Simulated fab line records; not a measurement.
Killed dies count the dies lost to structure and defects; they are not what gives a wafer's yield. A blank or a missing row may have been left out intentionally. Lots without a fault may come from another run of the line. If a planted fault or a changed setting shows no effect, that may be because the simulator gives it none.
fab line records | flow nandHarc
record: lots: 13 | wafers: 38 | lastDay: 33
route steps=1302 shown A_WL_FILL@956 THIN_TSV@1261 END@1302
lots that met no fault: from a run of the same line without faults
startH: the number of hours between the record's first day and the start of the first shown wafer of the lot | waitH: hours since the lot's step before | " same as the row above | L1.1+2: several wafers, shown together as one row | - no value, or no start given | * or withheld: withheld | < > ~ a bound
route shown NAME@n: names a module that has steps shown in the file, with the first one's number in the route | usual: mean/standard deviation of fault-free wafers | same: alike in all rows | chamber/n: place in a boat | sites: per-site readings | _std_site: the standard deviation of these | _edge_site: outer sites' mean less inner sites' | radiusMm: for every site, how far away it sits from the centre of the wafer | mask NAME#n: copy n | behind: the tool/chamber that last shaped the wafer | hold: why the lot was held/for how many hours/how that ended | device: the n, p or np transistor that did not switch | end of line: tests run on the same wafers once the route is complete | a step with no rows: only its recipe | killed: count of dies lost to structure and defects at first sort (not the wafer's yield) | map: the dies of a wafer, with x for killed, . for not killed, _ for no die there
set.NAME: the setting the step ran with; set.NAME@STEP: the setting that earlier step ran with | model.NAME: the simulator's own value behind a step, which no gauge read
the route's steps for a sample of lots (tables are steps, rows are wafers)
services: when a tool's chamber went out of use (startH, in hours from the record's first day, below 0 if earlier), for how many hours, and the reason
== steps ==
step: NHARC_A_WL_FILL_CVD_03
recipe: targetThkA: 400 | tempC: 300 | pressureTorr: 40 | wf6FlowSccm: 40 | h2FlowSccm: 1600 | arFlowSccm: 1560 | timeS: 279 | material: W
usual: heaterPowerW: 501/24 | throttleValvePct: 7.9/0.32
lot.wafer | tool    | chamber | startH | waitH | heaterPowerW | throttleValvePct
L808.1    | cvdW-01 | 1       | 478.76 | 0.1   | 562          | 8.1
L808.3    | "       | 1       | "      | "     | 549          | 8.2
L808.6    | "       | 1       | "      | "     | 541          | 8.3
L809.2    | cvdW-02 | 1       | 478.93 | 0.1   | 503          | 7.7
L809.1    | "       | 0       | "      | "     | 479          | 7.9
L809.5    | "       | 0       | "      | "     | 461          | 7.7
L813.3    | cvdW-02 | 1       | 519.82 | 0.2   | 487          | 7.4
L813.5    | "       | 1       | "      | "     | 482          | 7.5
L813.6    | "       | 0       | "      | "     | 475          | 7.9
L814.1    | cvdW-02 | 0       | 533.70 | 0.1   | 465          | 7.8
L814.3    | "       | 1       | "      | "     | 507          | 7.7
L814.6    | "       | 0       | "      | "     | 484          | 7.7
L817.1    | cvdW-02 | 1       | 549.45 | 0.2   | 500          | 7.6
L817.3    | "       | 1       | "      | "     | 500          | 7.6
L817.4    | "       | 0       | "      | "     | 483          | 7.7
L818.3    | cvdW-02 | 1       | 558.95 | 0.2   | 486          | 7.3
L818.6    | "       | 0       | "      | "     | 479          | 8.1
L818.5    | "       | 1       | "      | "     | 497          | 7.6
L820.1    | cvdW-02 | 1       | 573.88 | 0.1   | 496          | 7.6
L820.5    | "       | 0       | "      | "     | 471          | 7.8
L820.6    | "       | 1       | "      | "     | 497          | 7.6
L819.1    | cvdW-01 | 1       | 577.60 | 0.1   | 517          | 8.4
L819.6    | "       | 1       | "      | "     | 516          | 8.4
L819.5    | "       | 0       | "      | "     | 532          | 7.8
L823.3    | cvdW-01 | 1       | 606.68 | 0.2   | 520          | 8.5
L823.5    | "       | 0       | "      | "     | 527          | 7.7
L823.6    | "       | 1       | "      | "     | 525          | 8.4
L822.4    | cvdW-01 | 1       | 610.18 | 0.2   | 515          | 8.5
L822.5    | "       | 0       | "      | "     | 533          | 7.7
L822.6    | "       | 1       | "      | "     | 520          | 8.5
L825.5    | cvdW-01 | 1       | 630.46 | 0.3   | 514          | 8.3
L825.6    | "       | 0       | "      | "     | 541          | 7.9
L829.2    | cvdW-02 | 0       | 677.58 | 0.1   | 500          | 7.6
L829.3    | "       | 0       | "      | "     | 492          | 7.4
L829.5    | "       | 1       | "      | "     | 465          | 8.0
L830.1    | cvdW-01 | 1       | 687.59 | 0.1   | 524          | 8.5
L830.2    | "       | 0       | "      | "     | 542          | 7.8
L830.3    | "       | 1       | "      | "     | 519          | 8.4
step: NHARC_THIN_TSV_DESCUM_14
recipe: timeS: 3 | o2FlowSccm: 200 | arFlowSccm: 0 | biasPowerW: 0 | chemistry: O2
usual: drypumpMotorCurrentA: 5.7/0.4 | o2FlowSccm: 199.9/0.68 | oesProductAu: 0.997/0.014 | rfVppV: 57.8/0.85 | showerheadPlenumPTorr: 1.91/0.088 | throttleValvePct: 11.313/0.0095
lot.wafer | tool       | chamber | startH | waitH | drypumpMotorCurrentA | o2FlowSccm | oesProductAu | rfHoursCounterH | rfVppV | showerheadPlenumPTorr | throttleValvePct
L809.1    | rieDiel-11 | 2       | 558.22 | -     | 6.2                  | 201.1      | 0.998        | 5.6             | 58.1   | 1.93                  | 11.319
L809.2    | "          | 1       | "      | "     | 5.5                  | 198.5      | 0.973        | 5.6             | 57.5   | 1.84                  | 11.317
L809.5    | "          | 2       | "      | "     | 6.3                  | 200.4      | 0.998        | -               | 57.4   | 1.93                  | 11.309
L808.3    | rieDiel-06 | 1       | 559.54 | -     | 5.8                  | 199.1      | 1.018        | 3.7             | 56.6   | 1.91                  | 11.305
L808.1    | "          | 3       | "      | "     | 5.2                  | 200.5      | 1.004        | 4.0             | 57.7   | 1.81                  | 11.316
L808.6    | "          | 2       | "      | "     | 6.0                  | 200.0      | 0.984        | -               | 57.2   | 1.86                  | 11.309
L813.3    | rieDiel-11 | 3       | 600.63 | -     | 6.3                  | 199.9      | 1.023        | 6.9             | 58.6   | 2.06                  | 11.327
L813.6    | "          | 2       | "      | "     | 6.3                  | 201.5      | 1.003        | -               | 57.5   | 1.93                  | 11.317
L813.5    | "          | 3       | "      | "     | 6.3                  | 199.4      | 1.038        | -               | 58.0   | 2.06                  | 11.300
L814.3    | rieDiel-02 | 3       | 616.26 | -     | 5.8                  | 199.3      | 0.992        | 0.6             | 58.0   | 1.78                  | 11.319
L814.1    | "          | 0       | "      | "     | 5.7                  | 198.9      | 0.981        | 0.5             | 58.0   | 1.82                  | 11.335
L814.6    | "          | 2       | "      | "     | 5.7                  | 200.7      | 1.001        | -               | 58.3   | 1.99                  | 11.321
L817.4    | rieDiel-06 | 0       | 630.77 | -     | 5.4                  | 199.4      | 0.973        | 7.9             | 57.8   | 2.01                  | 11.303
L817.1    | "          | 2       | "      | "     | 6.0                  | 199.4      | 0.995        | 8.9             | 58.2   | 1.85                  | 11.301
L817.3    | "          | 3       | "      | "     | 5.2                  | 200.9      | 1.014        | 8.2             | 58.9   | 1.81                  | 11.306
L818.3    | rieDiel-11 | 3       | 635.99 | -     | 6.2                  | 199.6      | 1.013        | 0.4             | 58.4   | 2.06                  | 11.317
L818.6    | "          | 1       | "      | "     | 5.4                  | 200.1      | 1.003        | -               | 57.0   | 1.84                  | 11.321
L818.5    | "          | 2       | "      | "     | 6.3                  | 201.1      | 0.995        | -               | 58.0   | 1.93                  | 11.309
L820.1    | rieDiel-11 | 3       | 656.59 | -     | 6.3                  | 200.4      | 1.003        | 1.5             | 58.8   | 2.06                  | 11.310
L820.5    | "          | 0       | "      | "     | 5.1                  | 200.3      | 0.989        | -               | 57.4   | 1.97                  | 11.298
L820.6    | "          | 1       | "      | "     | 5.4                  | 200.7      | 0.991        | -               | 57.7   | 1.84                  | 11.314
L819.1    | rieDiel-02 | 0       | 657.93 | -     | 5.7                  | 199.7      | 0.986        | 3.3             | 57.7   | 1.81                  | 11.321
L819.5    | "          | 2       | "      | "     | 5.6                  | 200.1      | 0.997        | -               | 58.6   | 1.99                  | 11.320
L819.6    | "          | 3       | "      | "     | 5.9                  | 200.3      | 1.000        | -               | 54.4   | 1.78                  | 11.332
L823.3    | rieDiel-11 | 1       | 683.21 | -     | 5.4                  | 199.3      | 0.992        | 2.8             | 58.6   | 1.84                  | 11.311
L823.6    | "          | 3       | "      | "     | 6.3                  | 199.9      | 1.013        | -               | 58.6   | 2.06                  | 11.312
L822.4    | rieDiel-06 | 2       | 691.53 | -     | 6.0                  | 199.9      | 0.976        | 1.3             | 57.9   | 1.85                  | 11.303
L822.6    | "          | 2       | "      | "     | 6.0                  | 199.5      | 0.991        | -               | 57.6   | 1.85                  | 11.333
L825.6    | rieDiel-11 | 3       | 712.48 | -     | 6.2                  | 200.1      | 1.033        | -               | 57.2   | 2.06                  | 11.294
L829.2    | rieDiel-11 | 1       | 758.50 | -     | 5.5                  | 200.9      | 0.990        | 7.0             | 58.0   | 1.84                  | 11.306
L829.3    | "          | 2       | "      | "     | 6.3                  | 199.7      | 0.994        | 7.0             | 57.4   | 1.93                  | 11.317
L829.5    | "          | 0       | "      | "     | 5.1                  | 200.7      | 0.992        | -               | 58.1   | 1.97                  | 11.326
L830.1    | rieDiel-11 | 2       | 766.16 | -     | 6.2                  | 200.4      | 0.999        | 7.7             | 57.5   | 1.93                  | 11.316
L830.3    | "          | 3       | "      | "     | 6.3                  | 199.6      | 1.024        | 7.2             | 59.3   | 2.06                  | 11.324
L830.2    | "          | 0       | "      | "     | 5.1                  | 198.5      | 0.980        | 7.1             | 57.6   | 1.97                  | 11.315
step: NHARC_THIN_TSV_DEP_47
recipe: targetThkA: 2000 | tempC: withheld | pressureTorr: 6.5 | rfW: 900 | teosFlowSccm: 161.4 | flowSccm: 2650 | targetThkNm: 200 | gas: O2 | material: SiO2
usual: throttleValvePct: 15.9/0.42
lot.wafer | tool     | chamber | startH | waitH | throttleValvePct
L809.2    | pecvd-01 | 0       | 559.91 | -     | 16.0
L809.1    | "        | 2       | "      | "     | 15.2
L809.5    | "        | 1       | "      | "     | 15.4
L808.3    | pecvd-02 | 0       | 561.23 | -     | 16.0
L808.1    | "        | 1       | "      | "     | 16.3
L808.6    | "        | 0       | "      | "     | 16.1
L813.3    | pecvd-04 | 0       | 602.35 | -     | 16.0
L813.6    | "        | 0       | "      | "     | 16.3
L813.5    | "        | 1       | "      | "     | 16.6
L814.1    | pecvd-04 | 1       | 617.98 | -     | 16.4
L814.3    | "        | 2       | "      | "     | 16.2
L814.6    | "        | 1       | "      | "     | 16.4
L817.3    | pecvd-01 | 0       | 632.67 | -     | 16.0
L817.1    | "        | 1       | "      | "     | 15.6
L817.4    | "        | 0       | "      | "     | 15.8
L818.3    | pecvd-02 | 1       | 637.71 | -     | 15.7
L818.5    | "        | 1       | "      | "     | 15.5
L818.6    | "        | 2       | "      | "     | 15.5
L820.1    | pecvd-01 | 0       | 658.31 | -     | 16.4
L820.5    | "        | 2       | "      | "     | 15.3
L820.6    | "        | 1       | "      | "     | 15.8
L819.1    | pecvd-02 | 2       | 659.78 | -     | 15.4
L819.5    | "        | 1       | "      | "     | 15.9
L819.6    | "        | 2       | "      | "     | 15.5
L823.3    | pecvd-04 | 2       | 684.89 | -     | 15.6
L823.6    | "        | 1       | "      | "     | 16.3
L822.4    | pecvd-04 | 0       | 693.40 | -     | 16.0
L822.6    | "        | 1       | "      | "     | 16.2
L825.6    | pecvd-02 | 1       | 714.30 | -     | 16.0
L829.3    | pecvd-02 | 2       | 760.16 | -     | 15.4
L829.2    | "        | 1       | "      | "     | 16.2
L829.5    | "        | 2       | "      | "     | 15.8
L830.3    | pecvd-02 | 1       | 768.06 | -     | 16.0
L830.1    | "        | 2       | "      | "     | 15.6
L830.2    | "        | 0       | "      | "     | 16.7
step: NHARC_THIN_TSV_CD_MEAS_33
recipe: targetCdNm: 5000 | landingEnergyEv: 500
usual: cdNm: 5000/3.1
lot.wafer | tool     | chamber | startH | waitH | cdNm
L809.1    | cdSem-02 | 0       | 563.98 | -     | 5004
L809.2    | "        | 0       | "      | "     | 5005
L809.5    | "        | 0       | "      | "     | 5002
L808.1    | cdSem-01 | 0       | 565.29 | -     | 5002
L808.3    | "        | 0       | "      | "     | 5004
L808.6    | "        | 0       | "      | "     | 5001
L813.3    | cdSem-02 | 0       | 606.26 | -     | 5000
L813.5    | "        | 0       | "      | "     | 4997
L813.6    | "        | 0       | "      | "     | 4997
L814.1    | cdSem-03 | 0       | 621.99 | -     | 4992
L814.3    | "        | 0       | "      | "     | 4998
L814.6    | "        | 0       | "      | "     | 4995
L817.1    | cdSem-02 | 0       | 636.56 | -     | 4996
L817.3    | "        | 0       | "      | "     | 4997
L817.4    | "        | 0       | "      | "     | 4997
L818.3    | cdSem-02 | 0       | 641.61 | -     | 4997
L818.5    | "        | 0       | "      | "     | 4998
L818.6    | "        | 0       | "      | "     | 4998
L820.1    | cdSem-03 | 0       | 662.19 | -     | 5001
L820.5    | "        | 0       | "      | "     | 5003
L820.6    | "        | 0       | "      | "     | 5003
L819.1    | cdSem-03 | 0       | 663.67 | -     | 4999
L819.5    | "        | 0       | "      | "     | 5003
L819.6    | "        | 0       | "      | "     | 5004
L823.3    | cdSem-01 | 0       | 689.06 | -     | 5004
L823.6    | "        | 0       | "      | "     | 5002
L822.4    | cdSem-03 | 0       | 697.26 | -     | 4996
L822.6    | "        | 0       | "      | "     | 4994
L825.6    | cdSem-03 | 0       | 718.20 | -     | 4997
L829.2    | cdSem-03 | 0       | 764.13 | -     | 4999
L829.3    | "        | 0       | "      | "     | 5002
L829.5    | "        | 0       | "      | "     | 5002
L830.1    | cdSem-02 | 0       | 772.12 | -     | 4997
L830.2    | "        | 0       | "      | "     | 4998
L830.3    | "        | 0       | "      | "     | 4998
step: NHARC_END_SORT_01
recipe: tempC: 25
usual: killedAtArray: 54/17 | killedAtOther: 0.7/1 | killedAtPeriphery: 3.7/2.9 | killedDies: 58/16 | killedOpen: 3.2/1.9 | killedShort: 2.2/1.5
same: grossDies: 677
lot.wafer | tool      | chamber | startH | waitH | killedAtArray | killedAtOther | killedAtPeriphery | killedDies | killedOpen | killedShort
L819.1    | prober-01 | 0       | 671.21 | 2.5   | 51            | 0             | 3                 | 54         | 7          | 1
L823.3    | prober-02 | 0       | 700.18 | 3.1   | 68            | 1             | 8                 | 77         | 2          | 4
L823.5    | prober-02 | 0       | 701.79 | 3.7   | 639           | 1             | 3                 | 643        | 5          | 1
L823.6    | prober-02 | 0       | 702.59 | 4.0   | 91            | 0             | 8                 | 99         | 3          | 1
L822.4    | prober-01 | 0       | 708.59 | 3.3   | 33            | 0             | 7                 | 40         | 5          | 3
L822.5    | prober-01 | 0       | 709.38 | 3.6   | 637           | 0             | 6                 | 643        | 4          | 6
L822.6    | prober-01 | 0       | 710.16 | 3.9   | 44            | 0             | 5                 | 49         | 8          | 2
L825.5    | prober-01 | 0       | 729.94 | 3.7   | 671           | 0             | 6                 | 677        | 4          | 5
L825.6    | prober-01 | 0       | 730.74 | 4.0   | 71            | 0             | 12                | 83         | 7          | 1
killed by level:class
L819.1 A_CHANNEL_HOLE_D1:chamberFilmFlake=36 A_CONTACT:chamberFilmFlake=3 A_WL_FILL:geometricParticle:open=2 P_GATE:chamberFilmFlake=2 A_STAIRCASE:chamberFilmFlake=2 P_M2:geometricParticle:open=1 A_CHANNEL_FILL_D2:geometricParticle:open=1 A_SGD_CUT:geometricParticle:open=1
L823.3 A_CHANNEL_HOLE_D1:chamberFilmFlake=29 A_SLIT:chamberFilmFlake=28 A_CONTACT:chamberFilmFlake=4 A_STAIRCASE:chamberFilmFlake=3 P_ZERO_WELL:chamberFilmFlake=2 P_BONDPAD:chamberFilmFlake=2 P_GATE:geometricParticle:short=1 P_GATE:geometricParticle:open=1
L823.5 A_WL_FILL:areaCvd=585 A_CHANNEL_HOLE_D1:chamberFilmFlake=32 A_SLIT:chamberFilmFlake=15 A_STAIRCASE:chamberFilmFlake=2 P_GATE:geometricParticle:open=1 P_M0:geometricParticle:open=1 A_DECK1_JOINT:geometricParticle:open=1 A_CHANNEL_FILL_D2:geometricParticle:open=1
L823.6 A_SLIT:chamberFilmFlake=39 A_CHANNEL_HOLE_D1:chamberFilmFlake=37 A_STAIRCASE:chamberFilmFlake=5 A_CONTACT:chamberFilmFlake=5 P_ZERO_WELL:chamberFilmFlake=2 P_M2:chamberFilmFlake=2 P_BONDPAD:chamberFilmFlake=2 P_GATE:geometricParticle:open=1
L822.4 A_CHANNEL_HOLE_D2:chamberFilmFlake=12 A_CONTACT:chamberFilmFlake=6 P_GATE:chamberFilmFlake=3 A_WL_FILL:geometricParticle:short=2 P_ZERO_WELL:chamberFilmFlake=2 A_SLIT:chamberFilmFlake=2 A_BONDPAD:chamberFilmFlake=2 P_STI:geometricParticle:open=1
L822.5 A_WL_FILL:areaCvd=589 A_CHANNEL_HOLE_D2:chamberFilmFlake=20 A_CONTACT:chamberFilmFlake=8 A_CHANNEL_HOLE_D1:chamberFilmFlake=7 P_BONDPAD:chamberFilmFlake=3 A_SLIT:chamberFilmFlake=3 A_WL_FILL:geometricParticle:short=2 A_WL_FILL:geometricParticle:open=2
L822.6 A_CHANNEL_HOLE_D2:chamberFilmFlake=12 A_SLIT:chamberFilmFlake=6 A_CHANNEL_HOLE_D1:chamberFilmFlake=5 A_CONTACT:chamberFilmFlake=5 A_STAIRCASE:chamberFilmFlake=4 A_CONTACT:geometricParticle:open=2 A_BLC:geometricParticle:open=2 P_BONDPAD:chamberFilmFlake=2
L825.5 A_WL_FILL:areaCvd=612 A_CHANNEL_HOLE_D2:chamberFilmFlake=18 A_SLIT:chamberFilmFlake=15 A_CONTACT:chamberFilmFlake=6 A_CHANNEL_HOLE_D1:chamberFilmFlake=5 A_STAIRCASE:chamberFilmFlake=4 A_CHANNEL_FILL_D2:chamberFilmFlake=3 A_WL_FILL:geometricParticle:short=2
L825.6 A_SLIT:chamberFilmFlake=26 A_CHANNEL_HOLE_D2:chamberFilmFlake=15 A_CONTACT:chamberFilmFlake=10 A_CHANNEL_HOLE_D1:chamberFilmFlake=6 A_STAIRCASE:chamberFilmFlake=5 P_GATE:chamberFilmFlake=4 P_ZERO_WELL:chamberFilmFlake=3 A_DECK1_JOINT:chamberFilmFlake=3
== services ==
tool       | chamber | startH | hours | kind
rieDiel-06 | 2       | 472.65 | 22.8  | repair
pecvd-04   | 2       | 472.90 | 3.7   | repair
rieDiel-06 | 1       | 480.05 | 24.4  | repair
rieDiel-06 | -       | 484.67 | 9.0   | pm
pecvd-01   | -       | 492.10 | 13.0  | pm
cvdW-01    | -       | 502.83 | 0.7   | repair
rieDiel-06 | 3       | 506.06 | 10.2  | repair
cvdW-01    | 1       | 524.78 | 52.2  | repair
cvdW-02    | 1       | 534.01 | 6.0   | repair
rieDiel-06 | 0       | 542.83 | 3.4   | repair
cvdW-01    | -       | 547.66 | 13.0  | pm
rieDiel-11 | 0       | 550.18 | 3.1   | repair
pecvd-02   | -       | 566.69 | 3.1   | repair
pecvd-04   | 1       | 576.16 | 2.4   | repair
pecvd-02   | -       | 589.14 | 13.0  | pm
rieDiel-11 | -       | 609.50 | 9.0   | pm
cvdW-02    | -       | 631.00 | 13.0  | pm
pecvd-04   | -       | 631.26 | 13.0  | pm
rieDiel-06 | 0       | 644.54 | 3.6   | repair
rieDiel-06 | 2       | 651.90 | 5.8   | repair
rieDiel-06 | -       | 661.67 | 9.0   | pm
cvdW-01    | -       | 666.57 | 0.8   | repair
pecvd-01   | -       | 673.10 | 13.0  | pm
cvdW-01    | -       | 728.66 | 13.0  | pm
== key ==
firstSign: step: NHARC_END_SORT_01 | reading: killedDies | direction: up | sigmas: 36 | usual: 58 | struck: 654
effect: step: NHARC_END_SORT_01 | reading: killedAtArray | direction: up | sigmas: 35 | usual: 54 | struck: 649
moreKillsBornAt: NHARC_A_WL_FILL_CVD_03@cvdW-01: 1786
metAt NHARC_A_WL_FILL_CVD_03
struckLots L822,L823,L825
struckWafers L822.5,L823.5,L825.5
laterRowsLeftOut L822.5,L823.5,L825.5
testerLeftOut L822,L823,L825
notActingAt NHARC_THIN_TSV_DESCUM_14,NHARC_THIN_TSV_DEP_47,NHARC_THIN_TSV_CD_MEAS_33
onsetBetween 577.60 606.68
fault: kind: processParameterDrift | tool: cvdW-01 | chamber: - | onsetH: 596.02 | steps: NHARC_A_WL_FILL_CVD_03 | channel: targetThkA | offset: * | shape: step | endH: 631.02 | scope: struckWafersOnly | actsIn: * | stated: *
testerLeftOut: of these lots the tester's yield and bins aren't shown, on N5 and GAA mostly nor the transistor test; their killed dies are dies lost to structure and defects alone, not to doping, threshold or leakage, so they don't give the yield
laterRowsLeftOut: the simulator's readings of these wafers behind a module that went badly wrong aren't trusted and aren't shown, but for the sort
